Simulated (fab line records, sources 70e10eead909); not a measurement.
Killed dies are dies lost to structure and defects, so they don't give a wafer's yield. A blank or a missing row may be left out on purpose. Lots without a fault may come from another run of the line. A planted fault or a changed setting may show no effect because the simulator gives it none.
One fault seen from 3 desks | flow nand_harc | each desk has only its own numbers; what lay behind them comes last

THE METROLOGY DESK
What the gauges read, lot by lot, whatever tool the lot ran on: means of the sampled wafers that have a number. A lot is out of limits, marked OUT, if its mean lies more than 4 standard deviations from the usual mean; the brackets give that distance.
Columns: A = cd_nm at NHARC_A_M1_CD_MEAS_09, usual 120.2 nm
lot  | first seen here | A
L428 | day 23 13:25    | 120.3
L430 | day 24 23:56    | 119.1
L433 | day 25 04:02    | 119.7
L432 | day 26 03:35    | 119.7
L436 | day 26 15:36    | 119.8
L441 | day 29 22:57    | 120.0
L444 | day 30 12:03    | 116.8 (-4.7) OUT
L445 | day 30 13:43    | 117.8
L446 | day 31 03:31    | 120.4
L447 | day 31 05:36    | 119.8
L449 | day 32 05:43    | 119.9
L450 | day 32 08:59    | 119.0
This desk's finding: out of limits on L444; first on L444, day 30 12:03 (cd_nm at NHARC_A_M1_CD_MEAS_09). In limits: L428, L430, L433, L432, L436, L441, L445, L446, L447, L449, L450.

THE TOOL OWNER'S DESK: arfi_scanner-02
The tool's own readings at NHARC_A_M1_EXPOSE_06 (exposes mask A M1, target cd 120 nm): means of the sampled wafers that have a number, for each lot that ran on this tool. A lot is out of limits, marked OUT, if its mean lies more than 4 standard deviations from the usual mean; the brackets give that distance.
Columns: A = exposure_dose_mJ_cm2 at NHARC_A_M1_EXPOSE_06, usual 74.89
lot  | first seen here | A
L436 | day 26 15:28    | 75.07
L441 | day 29 22:49    | 74.91
L444 | day 30 11:55    | 70.40 (-22) OUT
L445 | day 30 13:35    | 71.23 (-18) OUT
This desk's finding: out of limits on L444, L445; first on L444, day 30 11:55 (exposure_dose_mJ_cm2 at NHARC_A_M1_EXPOSE_06). In limits: L436, L441.

THE DEFECT DESK
What the inspections along the route counted, lot by lot: means of the sampled wafers that have a number. A lot is out of limits, marked OUT, if its mean lies more than 4 standard deviations from the usual mean; the brackets give that distance.
Columns: A = raw_defect_count at NHARC_A_M0_INSPECT_27, usual 534
lot  | first seen here | A
L428 | day 23 12:09    | 576
L430 | day 24 22:32    | 532
L433 | day 25 02:46    | 645
L432 | day 26 02:08    | 636
L436 | day 26 14:13    | 485
L441 | day 29 21:33    | 524
L444 | day 30 10:47    | 478
L445 | day 30 12:26    | 396
L446 | day 31 02:07    | 396
L447 | day 31 04:20    | 390
L449 | day 32 04:20    | 461
L450 | day 32 07:36    | 542
This desk's finding: nothing out of limits on any of the 12 lots.

PUT TOGETHER
The tool owner's desk could have raised an alarm at day 30 11:55, on L444, L445.
The metrology desk could have raised an alarm at day 30 12:03, on L444.
The defect desk saw nothing out of limits.
The metrology desk has L445 on record, within its limits.
The defect desk has L444, L445 on record, within its limits.
Of the lots named, all ran NHARC_A_M1_EXPOSE_06 on arfi_scanner-02.

WHAT THE SIMULATOR HAD PUT IN
Process parameter drift: arfi_scanner-02, from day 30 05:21 on, at NHARC_A_M1_EXPOSE_06. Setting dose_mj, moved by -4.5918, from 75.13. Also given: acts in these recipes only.
Lots struck among those shown: L444, L445.
Hours from the fault's start to each desk's first reading out of limits: the tool owner's desk, 7; the metrology desk, 7.
